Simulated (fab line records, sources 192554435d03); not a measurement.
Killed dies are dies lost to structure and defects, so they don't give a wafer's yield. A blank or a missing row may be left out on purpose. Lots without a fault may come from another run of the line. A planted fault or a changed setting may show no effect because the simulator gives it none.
Chamber matching | flow n5_finfet | N5_BEOL_M13_DESCUM_15 on rie_diel-04: 4 sister chambers
The step chemistry O2, time 7.9 s. 4 wafers are shown with their chamber, then 12 later ones without.

WAFERS WITH THEIR CHAMBER
wafer  | chamber | drypump_motor_current_A (A)
L089.6 | 0       | 5.9
L091.4 | 3       | 6.4
L091.5 | 1       | 5.2
L091.6 | 2       | 6.2

WAFERS WITHOUT THEIR CHAMBER
wafer  | drypump_motor_current_A (A)
L092.1 | 6.4
L092.2 | 6.3
L092.5 | 5.9
L090.2 | 5.3
L090.3 | 6.4
L090.4 | 5.9
L093.2 | 5.9
L093.4 | 5.3
L093.5 | 6.3
L096.3 | 5.9
L096.4 | 6.2
L096.6 | 5.9

WHICH CHAMBER EACH WENT THROUGH
wafer  | from the rows above     | in truth
L092.1 | 3                       | 3
L092.2 | can't be placed: 2 or 3 | 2
L092.5 | 0                       | 0
L090.2 | 1                       | 1
L090.3 | 3                       | 3
L090.4 | 0                       | 0
L093.2 | 0                       | 0
L093.4 | 1                       | 1
L093.5 | can't be placed: 2 or 3 | 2
L096.3 | 0                       | 0
L096.4 | 2                       | 2
L096.6 | 0                       | 0
Placed correctly: 10 of 12. Can't be placed from these rows: 2 (the true chamber is among the candidates in 2). Placed wrongly: 0.
How it was worked out, from the rows above alone: a wafer's distance from a chamber is the root of the sum, over the readings, of the square of ((its reading less the chamber's mean) divided by the reading's scatter). The wafer belongs to the nearest chamber; if the next one is less than 2 further off, it can't be placed. A chamber's mean is the mean of its shown wafers. The scatter: with one shown wafer a chamber, the root of the mean of the squares of how far each hidden wafer lies from its nearest shown one.
